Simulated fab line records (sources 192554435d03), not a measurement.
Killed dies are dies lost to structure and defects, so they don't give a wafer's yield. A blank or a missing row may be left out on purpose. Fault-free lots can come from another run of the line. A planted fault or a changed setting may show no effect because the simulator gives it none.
fab line records	flow n5-finfet
record lots=7	wafers=39
route steps=1938 shown BEOL_M7@1308 BEOL_M10@1470 BEOL_M13@1705
start-h: hours from the record's first day to the start of the lot's first wafer shown	wait-h: time in hours since the lot's previous step	" repeats the value in the row above	L1.1+2: one row covering several wafers at once	- no value, or no start was given	* or withheld: withheld	< > ~ a bound
route shown NAME@n: a module of which the file shows steps, and the number in the route of the first	usual: average and standard deviation across the fault-free wafers	same: alike in all rows	chamber/n: place in a boat	sites: each site's reading	_std_site: the values' standard deviation	_edge_site: mean of outer sites minus mean of inner sites	radius-mm: how far each site lies from the wafer's centre	mask NAME#n: copy n	behind: the last tool/chamber to shape the wafer	hold: cause of the lot's hold/its duration in hours/its outcome	device: the transistor (n, p or np) that didn't switch	end of line: the tests these same wafers got at the end of their route	a step with no rows: only its recipe	killed: dies lost to structure and defects at the first sort, not the wafer's yield	map: per-die view of a wafer (x killed, . not killed, _ where there is no die)
set.NAME: setting as actually run; set.NAME@STEP: the setting as run at that earlier step	model.NAME: the simulator's own value behind a step, which no gauge read
lots whose settings were changed on purpose; a table a step, a row a wafer
## steps
# step N5_BEOL_M7_TRENCH_ETCH_37
# recipe chemistry=C4F6/O2	target-depth-a=934.78	target=SiCOH_lowk	time-s=31.2	ion-energy-ev=250	pressure-mtorr=30	source-w=345	bias-w=185	Ar_flow_sccm=300	C4F6_flow_sccm=10	O2_flow_sccm=10
lot.wafer	tool	chamber	start-h	wait-h	set.time-s	model.etch.depth-nm	model.BEOL_M7.feature-depth-nm	model.TiN_of_BEOL_M7_HM_DEP_02.thk-nm
L078.1	rie-diel-05	2	-	-	43.05	128.3	128.2	16.6
L078.2	"	0	"	"	43.05	130	130	16.4
L078.3	"	3	"	"	31.2	91.16	91.2	17.8
L078.4	"	2	"	"	31.2	93.7	93.6	17.6
L078.5	"	3	"	"	43.05	127.1	127	16.6
L078.6	"	0	"	"	31.2	95.2	95.2	17.4
L079.1	rie-diel-01	1	-	-	41.06	119.5	119.4	16.8
L079.2	"	0	"	"	31.2	93.15	93.2	17.6
L079.3	"	2	"	"	31.2	92.15	92.2	17.4
L079.4	"	3	"	"	41.06	122.5	122.6	16.6
L079.5	"	3	"	"	31.2	93.11	93.2	17.6
L079.6	"	0	"	"	41.06	124.1	124.2	16.4
L082.1	rie-diel-01	0	-	-	25	75.65	75.6	17.6
L082.2	"	3	"	"	25	74.51	74.6	17.8
L082.3	"	2	"	"	31.2	93.16	93.2	17
L082.4	"	0	"	"	31.2	94.23	94.2	17.2
L082.5	"	2	"	"	31.2	93.38	93.4	17
L082.6	"	3	"	"	25	75.24	75.2	17.8
L083.1	rie-diel-02	2	-	-	18.34	57.39	57.4	18.2
L083.2	"	1	"	"	18.34	55.65	55.6	18.4
L083.3	"	3	"	"	18.34	55.16	55.2	18.4
L083.4	"	0	"	"	31.2	93.8	93.8	17.2
L083.5	"	2	"	"	31.2	96.62	96.6	17
L083.6	"	1	"	"	31.2	95.37	95.4	17
L086.1	rie-diel-01	0	-	-	48.75	146.8	146.8	16
L086.2	"	1	"	"	31.2	93.94	94	17.4
L086.3	"	3	"	"	31.2	92.7	92.6	17.6
L086.4	"	2	"	"	48.75	142.7	142.6	16
L086.5	"	2	"	"	31.2	92.05	92	17.6
L086.6	"	3	"	"	48.75	145.1	145.2	15.8
L090.1	rie-diel-02	1	-	-	31.2	95.39	95.4	17
L090.2	"	3	"	"	44.45	134	134	16.2
L090.3	"	0	"	"	44.45	135.3	135.2	16
L090.4	"	2	"	"	31.2	97.17	97.2	17.2
L090.5	"	2	"	"	31.2	98.29	98.2	17.2
L090.6	"	3	"	"	44.45	133.8	133.8	16
L094.2	rie-diel-05	0	-	-	31.2	95.11	95.2	17.2
L094.4	"	1	"	"	31.2	93.15	93.2	17.4
L094.5	"	3	"	"	31.2	93.64	93.6	17.4
# step N5_BEOL_M7_ETCH_41
# recipe chemistry=CH3F/O2	target=SiCN	target-depth-a=319	taper-deg=2	time-s=57.8	ion-energy-ev=120	mask-material=TiN	pressure-mtorr=30	source-w=395	bias-w=75	Ar_flow_sccm=150	CH3F_flow_sccm=30	O2_flow_sccm=20
# step N5_BEOL_M7_STRIP_80
# recipe chemistry=N2/H2	time-s=10	power-w=450	temp-c=40	pressure-mtorr=20	rf-frequency-hz=6e+07	bias-power-w=7	n2-flow-sccm=200	h2-flow-sccm=200
# step N5_BEOL_M7_OCD_MEAS_38
# usual trench-depth-nm=93.8/1.6
lot.wafer	tool	chamber	start-h	wait-h	set.time-s@BEOL_M7_TRENCH_ETCH_37	trench-depth-nm
L078.1	ocd-02	-	214.84	-	43.05	128.6
L078.2	"	-	"	"	43.05	129.4
L078.3	"	-	"	"	31.2	91.0
L078.4	"	-	"	"	31.2	93.8
L078.5	"	-	"	"	43.05	126.6
L078.6	"	-	"	"	31.2	94.7
L079.1	ocd-02	-	229.71	-	41.06	118.8
L079.2	"	-	"	"	31.2	93.6
L079.3	"	-	"	"	31.2	91.6
L079.4	"	-	"	"	41.06	122.5
L079.5	"	-	"	"	31.2	93.4
L079.6	"	-	"	"	41.06	124.1
L082.1	ocd-02	-	240.66	-	25	75.5
L082.2	"	-	"	"	25	74.2
L082.3	"	-	"	"	31.2	93.6
L082.4	"	-	"	"	31.2	94.4
L082.5	"	-	"	"	31.2	93.6
L082.6	"	-	"	"	25	75.0
L083.1	ocd-02	-	253.94	-	18.34	57.6
L083.2	"	-	"	"	18.34	55.5
L083.3	"	-	"	"	18.34	54.8
L083.4	"	-	"	"	31.2	93.5
L083.5	"	-	"	"	31.2	96.8
L083.6	"	-	"	"	31.2	95.6
L086.1	ocd-02	-	266.75	-	48.75	146.6
L086.2	"	-	"	"	31.2	93.6
L086.3	"	-	"	"	31.2	92.4
L086.4	"	-	"	"	48.75	142.2
L086.5	"	-	"	"	31.2	92.2
L086.6	"	-	"	"	48.75	145.2
L090.1	ocd-01	-	284.53	-	31.2	95.5
L090.2	"	-	"	"	44.45	134.2
L090.3	"	-	"	"	44.45	135.3
L090.4	"	-	"	"	31.2	97.7
L090.5	"	-	"	"	31.2	98.4
L090.6	"	-	"	"	44.45	134.3
L094.2	ocd-01	-	312.61	-	31.2	95.3
L094.4	"	-	"	"	31.2	93.1
L094.5	"	-	"	"	31.2	93.8
# step N5_BEOL_M7_HM_STRIP_39
# recipe chemistry=peroxide-tin-strip	material=TiN	target-depth-a=250	temp-c=50	time-s=158
# step N5_BEOL_M7_SRD_40
# recipe time-s=30	temp-c=23	rinse-liquid=diw	dry=ipa-marangoni
# step N5_BEOL_M7_ECD_50
# recipe material=Cu	target-thk-a=3000
# step N5_BEOL_M7_ANNEAL_51
# recipe temp-c=225	time-s=90	ambient=N2
# step N5_BEOL_M7_CMP_52
# recipe stop-on=SiCOH_lowk	t-overpolish-s=6.9	down-force-psi=1	platen-rpm=50	clearing-platen-down-force-psi=1.5	clearing-platen-rpm=50	post-cmp-clean=cu-alkaline	target-thk-nm=80	clearing-platen-pad-velocity-m-s=0.99484	pad-velocity-m-s=0.99484
lot.wafer	tool	chamber	start-h	wait-h	set.time-s@BEOL_M7_TRENCH_ETCH_37	model.Cu_of_BEOL_M7_ECD_50.thk-nm
L078.2	cmp-02	3	218.68	0.2	43.05	117.2
L078.3	"	0	"	"	31.2	77.6
L078.1	"	1	"	"	43.05	115.6
L078.4	"	2	"	"	31.2	81.2
L078.5	"	3	"	"	43.05	115
L078.6	"	0	"	"	31.2	82.6
L079.1	cmp-01	1	233.45	0.3	41.06	106.2
L079.3	"	2	"	"	31.2	78.2
L079.2	"	3	"	"	31.2	81
L079.4	"	0	"	"	41.06	109.6
L079.6	"	1	"	"	41.06	111
L079.5	"	2	"	"	31.2	80.6
L082.2+1	cmp-01	3,0	244.54	0.2	25	61.6
L082.3	"	1	"	"	31.2	79.2
L082.4	"	2	"	"	31.2	80.2
L082.5	"	3	"	"	31.2	80
L082.6	"	0	"	"	25	62.2
L083.3	cmp-02	1	255.94	0.2	18.34	43
L083.4	"	2	"	"	31.2	81.6
L083.2	"	3	"	"	18.34	41.6
L083.1	"	0	"	"	18.34	44.8
L083.6	"	1	"	"	31.2	83
L083.5	"	2	"	"	31.2	83.6
L086.2	cmp-01	1	270.21	0.2	31.2	80
L086.1	"	2	"	"	48.75	133.2
L086.4	"	3	"	"	48.75	130.2
L086.3	"	0	"	"	31.2	80.8
L086.5	"	1	"	"	31.2	78.8
L086.6	"	2	"	"	48.75	131.8
L090.4	cmp-01	3	286.64	0.1	31.2	86
L090.2	"	0	"	"	44.45	121.2
L090.3	"	1	"	"	44.45	123
L090.1	"	2	"	"	31.2	82.6
L090.6	"	3	"	"	44.45	121.8
L090.5	"	0	"	"	31.2	85.4
L094.4	cmp-01	0	314.81	0.1	31.2	78.8
L094.2	"	3	"	"	31.2	82.8
L094.5	"	0	"	"	31.2	79.4
# step N5_BEOL_M7_THK_MEAS_53
# recipe thk-meas-gauge=xrf	reads=Cu_of_BEOL_M7_ECD_50
# usual M7_THK=79.9/2
lot.wafer	tool	chamber	start-h	wait-h	set.time-s@BEOL_M7_TRENCH_ETCH_37	M7_THK[nm]
L078.1	film-metro-01	-	218.98	-	43.05	113.5
L078.2	"	-	"	"	43.05	114.7
L078.3	"	-	"	"	31.2	76.0
L078.4	"	-	"	"	31.2	79.5
L078.5	"	-	"	"	43.05	112.7
L078.6	"	-	"	"	31.2	80.9
L079.1	film-metro-02	-	233.74	-	41.06	105.8
L079.2	"	-	"	"	31.2	80.7
L079.3	"	-	"	"	31.2	77.6
L079.4	"	-	"	"	41.06	109.0
L079.5	"	-	"	"	31.2	80.2
L079.6	"	-	"	"	41.06	111.2
L082.1	film-metro-02	-	244.83	-	25	61.7
L082.2	"	-	"	"	25	62.1
L082.3	"	-	"	"	31.2	79.6
L082.4	"	-	"	"	31.2	80.6
L082.5	"	-	"	"	31.2	80.3
L082.6	"	-	"	"	25	62.6
L083.1	film-metro-01	-	256.24	-	18.34	44.3
L083.2	"	-	"	"	18.34	41.0
L083.3	"	-	"	"	18.34	42.3
L083.4	"	-	"	"	31.2	80.4
L083.5	"	-	"	"	31.2	82.6
L083.6	"	-	"	"	31.2	81.5
L086.1	film-metro-02	-	270.50	-	48.75	133.3
L086.2	"	-	"	"	31.2	79.6
L086.3	"	-	"	"	31.2	80.8
L086.4	"	-	"	"	48.75	129.3
L086.5	"	-	"	"	31.2	78.3
L086.6	"	-	"	"	48.75	131.5
L090.1	film-metro-02	-	286.94	-	31.2	82.6
L090.2	"	-	"	"	44.45	121.1
L090.3	"	-	"	"	44.45	122.9
L090.4	"	-	"	"	31.2	85.4
L090.5	"	-	"	"	31.2	85.1
L090.6	"	-	"	"	44.45	121.0
L094.2	film-metro-01	-	315.11	-	31.2	81.1
L094.4	"	-	"	"	31.2	77.2
L094.5	"	-	"	"	31.2	77.7
# step N5_BEOL_M7_PRE_CLEAN_55
# recipe gas=NH3	time-s=15	temp-c=withheld	rf-power-w=300
# step N5_BEOL_M7_DEP_56
# recipe material=SiCN	target-thk-a=100	temp-c=withheld	precursor=3MS/NH3	pressure-torr=3	rf-w=202	time-s=17.5
# step N5_BEOL_M7_RS_MEAS_57
# recipe thk-meas-gauge=four-point-probe	reads=Cu_of_BEOL_M7_ECD_50+Co_of_BEOL_M7_CVD_78+TaN_of_BEOL_M7_ALD_77
# usual M7_RS=0.283/0.0072
lot.wafer	tool	chamber	start-h	wait-h	set.time-s@BEOL_M7_TRENCH_ETCH_37	M7_RS[ohm/sq]
L078.1	film-metro-01	-	219.11	0.1	43.05	0.187
L078.2	"	-	"	"	43.05	0.184
L078.3	"	-	"	"	31.2	0.296
L078.4	"	-	"	"	31.2	0.281
L078.5	"	-	"	"	43.05	0.188
L078.6	"	-	"	"	31.2	0.275
L079.1	film-metro-01	-	233.88	0.1	41.06	0.207
L079.2	"	-	"	"	31.2	0.282
L079.3	"	-	"	"	31.2	0.293
L079.4	"	-	"	"	41.06	0.199
L079.5	"	-	"	"	31.2	0.283
L079.6	"	-	"	"	41.06	0.196
L082.1	film-metro-02	-	244.96	0.1	25	0.391
L082.2	"	-	"	"	25	0.391
L082.3	"	-	"	"	31.2	0.289
L082.4	"	-	"	"	31.2	0.285
L082.5	"	-	"	"	31.2	0.286
L082.6	"	-	"	"	25	0.387
L083.1	film-metro-01	-	256.37	0.1	18.34	0.580
L083.2	"	-	"	"	18.34	0.639
L083.3	"	-	"	"	18.34	0.612
L083.4	"	-	"	"	31.2	0.279
L083.5	"	-	"	"	31.2	0.272
L083.6	"	-	"	"	31.2	0.273
L086.1	film-metro-01	-	270.63	0.1	48.75	0.160
L086.2	"	-	"	"	31.2	0.286
L086.3	"	-	"	"	31.2	0.283
L086.4	"	-	"	"	48.75	0.164
L086.5	"	-	"	"	31.2	0.292
L086.6	"	-	"	"	48.75	0.161
L090.1	film-metro-02	-	287.07	0.1	31.2	0.275
L090.2	"	-	"	"	44.45	0.177
L090.3	"	-	"	"	44.45	0.175
L090.4	"	-	"	"	31.2	0.263
L090.5	"	-	"	"	31.2	0.265
L090.6	"	-	"	"	44.45	0.176
L094.2	film-metro-01	-	315.24	0.1	31.2	0.275
L094.4	"	-	"	"	31.2	0.291
L094.5	"	-	"	"	31.2	0.289
# step N5_BEOL_M10_ILD_DEP_00
# recipe material=SiCOH_lowk	target-thk-a=3085.1	temp-c=300	precursor=DEMS/porogen	pressure-torr=5	rf-w=500	time-s=58
lot.wafer	tool	chamber	start-h	wait-h	set.target-thk-a	model.SiCOH_lowk_of_BEOL_M10_ILD_DEP_00.thk-nm
L078.1	pecvd-04	0	237.87	0.0	3085.1	302
L078.2	"	1	"	"	3085.1	308.8
L078.3	"	2	"	"	3085.1	304
L078.4	"	2	"	"	3085.1	305.6
L078.5	"	0	"	"	3085.1	302.6
L078.6	"	1	"	"	3085.1	312
L079.1	pecvd-01	2	250.17	0.0	3085.1	305.8
L079.2	"	1	"	"	3085.1	305.4
L079.3	"	2	"	"	3085.1	312
L079.4	"	1	"	"	3085.1	312.2
L079.5	"	2	"	"	3085.1	312.4
L079.6	"	1	"	"	3085.1	312.6
L082.1	pecvd-02	2	259.19	0.0	2461	242
L082.2	"	1	"	"	2461	244.4
L082.3	"	2	"	"	3085.1	307.8
L082.4	"	1	"	"	2461	248.6
L082.5	"	1	"	"	3085.1	310.6
L082.6	"	2	"	"	3085.1	307.2
L083.1	pecvd-01	0	272.04	0.0	3085.1	305.4
L083.2	"	1	"	"	1778	180.8
L083.3	"	2	"	"	1778	179.8
L083.4	"	1	"	"	1778	181.8
L083.5	"	2	"	"	3085.1	316.2
L083.6	"	0	"	"	3085.1	308.4
L086.1	pecvd-02	0	285.33	0.0	3085.1	304.6
L086.2	"	2	"	"	3085.1	302
L086.3	"	1	"	"	3085.1	306.4
L086.4	"	2	"	"	3085.1	310.4
L086.5	"	0	"	"	3085.1	314.8
L086.6	"	1	"	"	3085.1	311.2
L090.1	pecvd-01	1	302.67	0.0	3085.1	308.2
L090.2	"	2	"	"	2438	246.2
L090.3+5	"	0	"	"	2438	242.4
L090.4	"	2	"	"	3085.1	315.2
L090.6	"	1	"	"	3085.1	312
L094.2	pecvd-01	2	336.13	0.0	3085.1	309.4
L094.4	"	2	"	"	3085.1	315.2
L094.5	"	1	"	"	3085.1	313
# step N5_BEOL_M10_CURE_71
# recipe temp-c=385	time-s=240	ambient=He/Ar	material=SiCOH_lowk
lot.wafer	tool	chamber	start-h	wait-h	set.target-thk-a@BEOL_M10_ILD_DEP_00	model.SiCOH_lowk_of_BEOL_M10_ILD_DEP_00.thk-nm
L078.1	uv-cure-02	0	238.56	0.7	3085.1	262.2
L078.2	"	0	"	"	3085.1	268.2
L078.3	"	0	"	"	3085.1	264
L078.4	"	0	"	"	3085.1	265.4
L078.5	"	0	"	"	3085.1	262.8
L078.6	"	0	"	"	3085.1	271.2
L079.1	uv-cure-01	0	250.28	0.1	3085.1	265.6
L079.2	"	0	"	"	3085.1	265.4
L079.3	"	0	"	"	3085.1	271
L079.4	"	0	"	"	3085.1	271.2
L079.5	"	0	"	"	3085.1	271.4
L079.6	"	0	"	"	3085.1	271.6
L082.1	uv-cure-02	1	259.30	0.1	2461	209.4
L082.2	"	1	"	"	2461	211.6
L082.3	"	1	"	"	3085.1	267.4
L082.4	"	1	"	"	2461	215.2
L082.5	"	1	"	"	3085.1	269.8
L082.6	"	1	"	"	3085.1	266.8
L083.1	uv-cure-02	2	272.12	0.0	3085.1	265.4
L083.2	"	2	"	"	1778	155.8
L083.3	"	2	"	"	1778	155
L083.4	"	2	"	"	1778	156.8
L083.5	"	2	"	"	3085.1	274.8
L083.6	"	2	"	"	3085.1	267.8
L086.1	uv-cure-02	2	285.40	0.0	3085.1	264.6
L086.2	"	2	"	"	3085.1	262.2
L086.3	"	2	"	"	3085.1	266.2
L086.4	"	2	"	"	3085.1	269.6
L086.5	"	2	"	"	3085.1	273.4
L086.6	"	2	"	"	3085.1	270.4
L090.1	uv-cure-03	0	302.85	0.1	3085.1	267.8
L090.2	"	0	"	"	2438	213
L090.3	"	0	"	"	2438	209.6
L090.4	"	0	"	"	3085.1	274
L090.5	"	0	"	"	2438	209.8
L090.6	"	0	"	"	3085.1	271
L094.2	uv-cure-03	0	336.36	0.2	3085.1	268.8
L094.4	"	0	"	"	3085.1	274
L094.5	"	0	"	"	3085.1	271.8
# step N5_BEOL_M10_THK_MEAS_01
# recipe reads=SiCOH_lowk_of_BEOL_M10_ILD_DEP_00
# usual M10_ILD_THK=269/3.7
lot.wafer	tool	chamber	start-h	wait-h	set.target-thk-a@BEOL_M10_ILD_DEP_00	M10_ILD_THK[nm]
L078.1	film-metro-01	-	239.08	0.4	3085.1	262
L078.2	"	-	"	"	3085.1	268
L078.3	"	-	"	"	3085.1	264
L078.4	"	-	"	"	3085.1	266
L078.5	"	-	"	"	3085.1	263
L078.6	"	-	"	"	3085.1	271
L079.1	film-metro-02	-	250.79	0.4	3085.1	266
L079.2	"	-	"	"	3085.1	265
L079.3	"	-	"	"	3085.1	271
L079.4	"	-	"	"	3085.1	271
L079.5	"	-	"	"	3085.1	271
L079.6	"	-	"	"	3085.1	272
L082.1	film-metro-01	-	259.81	0.4	2461	210
L082.2	"	-	"	"	2461	211
L082.3	"	-	"	"	3085.1	267
L082.4	"	-	"	"	2461	215
L082.5	"	-	"	"	3085.1	270
L082.6	"	-	"	"	3085.1	267
L083.1	film-metro-01	-	272.63	0.4	3085.1	265
L083.2	"	-	"	"	1778	156
L083.3	"	-	"	"	1778	155
L083.4	"	-	"	"	1778	157
L083.5	"	-	"	"	3085.1	275
L083.6	"	-	"	"	3085.1	268
L086.1	film-metro-01	-	285.92	0.4	3085.1	264
L086.2	"	-	"	"	3085.1	262
L086.3	"	-	"	"	3085.1	266
L086.4	"	-	"	"	3085.1	270
L086.5	"	-	"	"	3085.1	274
L086.6	"	-	"	"	3085.1	270
L090.1	film-metro-02	-	303.36	0.4	3085.1	268
L090.2	"	-	"	"	2438	213
L090.3	"	-	"	"	2438	210
L090.4	"	-	"	"	3085.1	274
L090.5	"	-	"	"	2438	210
L090.6	"	-	"	"	3085.1	271
L094.2	film-metro-01	-	337.20	0.7	3085.1	269
L094.4	"	-	"	"	3085.1	274
L094.5	"	-	"	"	3085.1	272
# step N5_BEOL_M13_SPUTTER_43
# recipe material=TaN	target-thk-a=150	temp-c=50	bias-v=168.6	power-w=15000	chamber-pressure-pa=0.12	time-s=24.19
lot.wafer	tool	chamber	start-h	wait-h	set.time-s	model.TaN_of_BEOL_M13_SPUTTER_43.thk-nm
L078.1+2+3+4	pvd-sputter-03	-	270.54	0.0	24.19	15
L078.5+6	"	-	"	"	24.19	14.8
L079.1+3+5	pvd-sputter-01	-	273.58	0.0	24.19	15
L079.2	"	-	"	"	19.64	12.2
L079.4+6	"	-	"	"	19.64	12
L082.1+6	pvd-sputter-02	-	284.52	0.0	24.19	14.6
L082.2+3+4+5	"	-	"	"	24.19	14.8
L083.1+4+6	pvd-sputter-02	-	300.05	0.0	11.81	7.2
L083.2+5	"	-	"	"	24.19	15
L083.3	"	-	"	"	24.19	14.8
L086.1	pvd-sputter-01	-	322.65	0.0	24.19	15.2
L086.2+4+6	"	-	"	"	13.66	8.6
L086.3+5	"	-	"	"	24.19	15
L090.1+2+4+6	pvd-sputter-01	-	338.62	0.0	24.19	15
L090.3+5	"	-	"	"	24.19	15.2
L094.2+4+5	pvd-sputter-02	-	367.97	0.0	24.19	15
# step N5_BEOL_M13_SPUTTER_44
# recipe material=Ta	target-thk-a=100	temp-c=50	bias-v=80	power-w=15000	chamber-pressure-pa=0.07	time-s=16.13
# step N5_BEOL_M13_SPUTTER_45
# recipe material=Cu	target-thk-a=800	temp-c=-20	bias-v=60	power-w=26000	chamber-pressure-pa=0.13	time-s=13.33
# step N5_BEOL_M13_ECD_47
# recipe material=Cu	target-thk-a=9360
# step N5_BEOL_M13_ANNEAL_48
# recipe temp-c=225	time-s=90	ambient=N2
# step N5_BEOL_M13_CMP_49
# recipe stop-on=SiOC	t-overpolish-s=17.1	down-force-psi=1	platen-rpm=50	clearing-platen-down-force-psi=1.5	clearing-platen-rpm=50	post-cmp-clean=cu-alkaline	target-thk-nm=420	clearing-platen-pad-velocity-m-s=0.99484	pad-velocity-m-s=0.99484
# usual barrier-field-endpoint-s=30.4/0.69
lot.wafer	tool	chamber	start-h	wait-h	set.time-s@BEOL_M13_SPUTTER_43	barrier-field-endpoint-s
L078.3	cmp-01	0	271.28	0.2	24.19	30.1
L078.1	"	1	"	"	24.19	31.1
L078.4	"	2	"	"	24.19	30.0
L078.2	"	3	"	"	24.19	30.5
L078.5	"	0	"	"	24.19	30.6
L078.6	"	1	"	"	24.19	29.8
L079.3	cmp-01	1	274.40	0.2	24.19	30.5
L079.2	"	2	"	"	19.64	26.2
L079.4	"	3	"	"	19.64	27.4
L079.1	"	0	"	"	24.19	29.8
L079.5	"	1	"	"	24.19	30.0
L079.6	"	2	"	"	19.64	26.5
L082.1	cmp-02	0	285.26	0.3	24.19	29.6
L082.4	"	1	"	"	24.19	29.9
L082.3	"	2	"	"	24.19	29.6
L082.2	"	3	"	"	24.19	29.6
L082.6	"	0	"	"	24.19	29.4
L082.5	"	1	"	"	24.19	29.2
L083.4	cmp-04	2	300.78	0.1	11.81	20.8
L083.2	"	3	"	"	24.19	29.6
L083.3	"	0	"	"	24.19	29.6
L083.1	"	1	"	"	11.81	21.4
L083.6	"	2	"	"	11.81	20.6
L083.5	"	3	"	"	24.19	29.8
L086.2	cmp-04	2	323.63	0.2	13.66	22.1
L086.3	"	3	"	"	24.19	30.4
L086.4	"	0	"	"	13.66	22.2
L086.1	"	1	"	"	24.19	29.7
L086.5	"	2	"	"	24.19	29.6
L086.6	"	3	"	"	13.66	22.1
L090.2	cmp-01	0	339.36	0.2	24.19	31.8
L090.1	"	1	"	"	24.19	30.9
L090.3	"	2	"	"	24.19	31.2
L090.4	"	3	"	"	24.19	31.7
L090.5	"	0	"	"	24.19	30.8
L090.6	"	1	"	"	24.19	30.4
L094.2	cmp-01	1	368.85	0.2	24.19	31.1
L094.4	"	2	"	"	24.19	31.6
L094.5	"	2	"	"	24.19	30.8
## key
split step=N5_BEOL_M7_TRENCH_ETCH_37	setting=time-s	stated=31.2	by=wafer
response step=N5_BEOL_M7_TRENCH_ETCH_37	reading=model.etch.depth-nm	change=+0.921	per=1%	r=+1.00
response step=N5_BEOL_M7_TRENCH_ETCH_37	reading=model.BEOL_M7.feature-depth-nm	change=+0.921	per=1%	r=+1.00
response step=N5_BEOL_M7_TRENCH_ETCH_37	reading=model.TiN_of_BEOL_M7_HM_DEP_02.thk-nm	change=-0.0285	per=1%	r=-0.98
response step=N5_BEOL_M7_OCD_MEAS_38	reading=trench-depth-nm	change=+0.921	per=1%	r=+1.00
response step=N5_BEOL_M7_CMP_52	reading=model.Cu_of_BEOL_M7_ECD_50.thk-nm	change=+0.921	per=1%	r=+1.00
response step=N5_BEOL_M7_THK_MEAS_53	reading=M7_THK	change=+0.916	per=1%	r=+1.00
response step=N5_BEOL_M7_RS_MEAS_57	reading=M7_RS	shape=bent	at-lowest=0.610	at-stated=0.282	at-highest=0.162
split step=N5_BEOL_M10_ILD_DEP_00	setting=target-thk-a	stated=3085.1	by=wafer
response step=N5_BEOL_M10_ILD_DEP_00	reading=model.SiCOH_lowk_of_BEOL_M10_ILD_DEP_00.thk-nm	change=+3.1	per=1%	r=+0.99
response step=N5_BEOL_M10_CURE_71	reading=model.SiCOH_lowk_of_BEOL_M10_ILD_DEP_00.thk-nm	change=+2.72	per=1%	r=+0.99
response step=N5_BEOL_M10_THK_MEAS_01	reading=M10_ILD_THK	change=+2.72	per=1%	r=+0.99
split step=N5_BEOL_M13_SPUTTER_43	setting=time-s	stated=24.19	by=wafer
response step=N5_BEOL_M13_SPUTTER_43	reading=model.TaN_of_BEOL_M13_SPUTTER_43.thk-nm	change=+0.15	per=1%	r=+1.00
response step=N5_BEOL_M13_CMP_49	reading=barrier-field-endpoint-s	change=+0.174	per=1%	r=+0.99
